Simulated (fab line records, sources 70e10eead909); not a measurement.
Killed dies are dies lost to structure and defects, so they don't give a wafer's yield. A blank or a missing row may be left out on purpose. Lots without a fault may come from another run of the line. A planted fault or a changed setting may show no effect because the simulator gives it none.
Which tool did it? | flow nand_harc | 13 lots, 39 wafers sampled, at 4 steps of a route of 1302

WHAT THE GAUGES READ, wafer by wafer
NHARC_P_STI_OVL_MEAS_10. Usual: overlay_x_nm 1 nm, standard deviation 6; overlay_y_nm -1 nm, standard deviation 5.3.
lot  | measured     | on         | overlay_x_nm (nm) | overlay_y_nm (nm) | flag
L836 | day 3 16:40  | overlay-01 | -3 -4 -4          | -3 -3 -3          |
L837 | day 4 01:35  | overlay-01 | -5 -5 -6          | 4 4 5             |
L838 | day 4 13:47  | overlay-01 | -5 -6 -6          | -5 -5 -5          |
L839 | day 4 22:15  | overlay-02 | -5 -5 -5          | -6 -5 -5          |
L842 | day 6 05:56  | overlay-02 | 6 5 5             | 0 0 0             |
L843 | day 6 14:07  | overlay-02 | 7 8 7             | 5 4 4             |
L845 | day 7 10:12  | overlay-02 | -4 -4 -4          | 5 5 4             |
L846 | day 8 00:49  | overlay-02 | 7 7 7             | 3 3 3             |
L851 | day 9 20:19  | overlay-01 | 0 0 0             | 5 4 5             |
L852 | day 10 06:31 | overlay-02 | -10 -10 -11       | -5 -6 -6          |
L854 | day 11 03:17 | overlay-02 | 7 6 7             | 5 4 4             |
L855 | day 11 13:28 | overlay-01 | 9 9 9             | -8 -8 -8          |
L857 | day 12 12:02 | overlay-02 | 9 10 9            | 0 -1 -1           |

NHARC_P_STI_INSPECT_11. Usual: raw_defect_count 5.2, standard deviation 2.5.
lot  | measured     | on                | raw_defect_count | flag
L836 | day 3 16:41  | defect_inspect-02 | 7 4 6            |
L837 | day 4 01:37  | defect_inspect-01 | 5 1 4            |
L838 | day 4 13:50  | defect_inspect-01 | 5 7 6            |
L839 | day 4 22:17  | defect_inspect-02 | 3 5 3            |
L842 | day 6 05:59  | defect_inspect-02 | 8 5 7            |
L843 | day 6 14:09  | defect_inspect-01 | 7 8 12           |
L845 | day 7 10:14  | defect_inspect-02 | 4 4 4            |
L846 | day 8 00:51  | defect_inspect-02 | 7 9 4            |
L851 | day 9 20:20  | defect_inspect-02 | 8 7 6            |
L852 | day 10 06:34 | defect_inspect-02 | 6 4 6            |
L854 | day 11 03:20 | defect_inspect-02 | 6 8 5            |
L855 | day 11 13:30 | defect_inspect-02 | 8 3 4            |
L857 | day 12 12:04 | defect_inspect-01 | 9 8 6            |

WHICH TOOL RAN EACH LOT (tool, then ch and the chambers of the sampled wafers, then the start)
lot  | NHARC_P_ZERO_WELL_ETCH_65          | NHARC_P_ZERO_WELL_ETCH_63
L836 | rie_diel-08 ch 0,2,3, day 2 17:29  | rie_si-04 ch 1,3, day 2 17:39
L837 | rie_diel-08 ch 1,2, day 3 03:29    | rie_si-02 ch 1,2,3, day 3 03:40
L838 | rie_diel-11 ch 1,3, day 3 13:29    | rie_si-06 ch 0,1,2, day 3 13:41
L839 | rie_diel-11 ch 0,1, day 3 23:29    | rie_si-04 ch 1,2, day 3 23:40
L842 | rie_diel-08 ch 0,1,2, day 5 05:22  | rie_si-04 ch 0,1,3, day 5 05:33
L843 | rie_diel-12 ch 2,3, day 5 15:22    | rie_si-02 ch 2,3, day 5 15:32
L845 | rie_diel-11 ch 0,1, day 6 11:29    | rie_si-06 ch 0,3, day 6 11:39
L846 | rie_diel-11 ch 0,1, day 6 21:27    | rie_si-06 ch 0,3, day 6 21:51
L851 | rie_diel-11 ch 0,2,3, day 8 23:30  | rie_si-02 ch 1,2,3, day 8 23:41
L852 | rie_diel-12 ch 0,2,3, day 9 09:28  | rie_si-02 ch 1,2,3, day 9 09:40
L854 | rie_diel-12 ch 0,1,3, day 10 05:22 | rie_si-02 ch 0,2,3, day 10 05:34
L855 | rie_diel-11 ch 0,1,3, day 10 15:29 | rie_si-02 ch 1,2,3, day 10 15:40
L857 | rie_diel-08 ch 0,1,2, day 11 11:35 | rie_si-04 ch 0,1,3, day 11 11:58
- NHARC_P_ZERO_WELL_ETCH_65: etches the open film in N2/H2, target depth 80 nm, overetch 24 nm, time 87.88 s.
- NHARC_P_ZERO_WELL_ETCH_63: etches the open film in HBr/Cl2, target depth 120 nm, time 40.1 s.

WHAT THE TOOLS THEMSELVES READ (means of the sampled wafers that have a number; where no wafer has one, the mark that the record gives instead)
NHARC_P_ZERO_WELL_ETCH_65. Usual: drypump_motor_current_A 5.7 A, standard deviation 0.46; oes_product_au 1.000 a.u., standard deviation 0.0067; rf_vpp_V 429.6 V, standard deviation 2.6; showerhead_plenum_p_Torr 2.00 Torr, standard deviation 0.09; throttle_valve_pct 14.171 %, standard deviation 0.0087.
lot  | tool        | drypump_motor_current_A (A) | oes_product_au (a.u.) | rf_vpp_V (V) | showerhead_plenum_p_Torr (Torr) | throttle_valve_pct (%) | flag
L836 | rie_diel-08 | 5.7                         | 1.003                 | 430.0        | 1.98                            | 14.172                 |
L837 | rie_diel-08 | 5.9                         | 1.000                 | 428.8        | 1.99                            | 14.166                 |
L838 | rie_diel-11 | 5.4                         | 0.998                 | 432.3        | 2.08                            | 14.169                 |
L839 | rie_diel-11 | 5.5                         | 0.992                 | 430.6        | 2.07                            | 14.170                 |
L842 | rie_diel-08 | 5.6                         | 1.000                 | 428.1        | 1.96                            | 14.174                 |
L843 | rie_diel-12 | 6.2                         | 0.999                 | 429.4        | 2.00                            | 14.169                 |
L845 | rie_diel-11 | 5.5                         | 0.999                 | 431.7        | 2.06                            | 14.168                 |
L846 | rie_diel-11 | 5.5                         | 0.996                 | 431.9        | 2.06                            | 14.173                 |
L851 | rie_diel-11 | 5.8                         | 0.997                 | 427.8        | 1.95                            | 14.179                 |
L852 | rie_diel-12 | 6.1                         | 1.006                 | 429.9        | 2.04                            | 14.165                 |
L854 | rie_diel-12 | 5.8                         | 0.995                 | 429.7        | 2.01                            | 14.177                 |
L855 | rie_diel-11 | 5.4                         | 1.002                 | 430.4        | 2.03                            | 14.174                 |
L857 | rie_diel-08 | 5.6                         | 1.003                 | 429.9        | 2.06                            | 14.184                 |

NHARC_P_ZERO_WELL_ETCH_63. Usual: drypump_motor_current_A 5.9 A, standard deviation 0.45; oes_product_au 1.000 a.u., standard deviation 0.0082; throttle_valve_pct 26.406 %, standard deviation 0.0081.
lot  | tool      | drypump_motor_current_A (A) | oes_product_au (a.u.) | throttle_valve_pct (%) | flag
L836 | rie_si-04 | 5.7                         | 1.010                 | 26.406                 |
L837 | rie_si-02 | 5.8                         | 1.002                 | 26.405                 |
L838 | rie_si-06 | 5.8                         | 1.003                 | 26.409                 |
L839 | rie_si-04 | 6.1                         | 1.008                 | 26.410                 |
L842 | rie_si-04 | 6.1                         | 1.003                 | 26.403                 |
L843 | rie_si-02 | 5.9                         | 1.000                 | 26.409                 |
L845 | rie_si-06 | 5.2                         | 0.997                 | 26.404                 |
L846 | rie_si-06 | 5.3                         | 0.994                 | 26.406                 |
L851 | rie_si-02 | 5.8                         | 0.998                 | 26.402                 |
L852 | rie_si-02 | 5.8                         | 1.208                 | 26.405                 | OFF
L854 | rie_si-02 | 5.8                         | 1.208                 | 26.404                 | OFF
L855 | rie_si-02 | 5.8                         | 1.202                 | 26.404                 | OFF
L857 | rie_si-04 | 6.1                         | 1.000                 | 26.405                 |

THE ANSWER, worked out from the rows above alone
Rule: a lot is off if the mean of its wafers that have a number lies more than 3 standard deviations from the usual mean. A lot without any number at a reading at which 4 lots or more have one is off too. The other lots that the step has rows for count as sound. The gauges are gone through in route order, then the tools' own readings, and for those a lot's mean is taken as printed above. The first step at which some lot is off is used, and at that step the reading that is off furthest; a lot without a number counts as furthest.
Off: L852, L854, L855, at NHARC_P_ZERO_WELL_ETCH_63 (oes_product_au).
A tool fits if, at that step or a process step before it, it ran every lot that is off, and no sound lot after the first of them. One fits: rie_si-02 at NHARC_P_ZERO_WELL_ETCH_63. Its last sound lot is L851 (day 8 23:41), its first lot that is off L852 (day 9 09:40): a fault that began between those two fits.
The tool's own readings at NHARC_P_ZERO_WELL_ETCH_63 bear it out: on the lots that are off they differ by more than 5 times the standard deviation of the sound lots' means. oes_product_au reads 1.206 a.u. there against 1.002 a.u. on the sound lots.

WHAT THE SIMULATOR HAD PUT IN
Process parameter drift: rie_si-02, from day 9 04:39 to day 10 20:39, at NHARC_P_ZERO_WELL_ETCH_63. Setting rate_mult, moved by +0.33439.
Lots struck among those shown: L852, L854, L855. The rule above found the same.
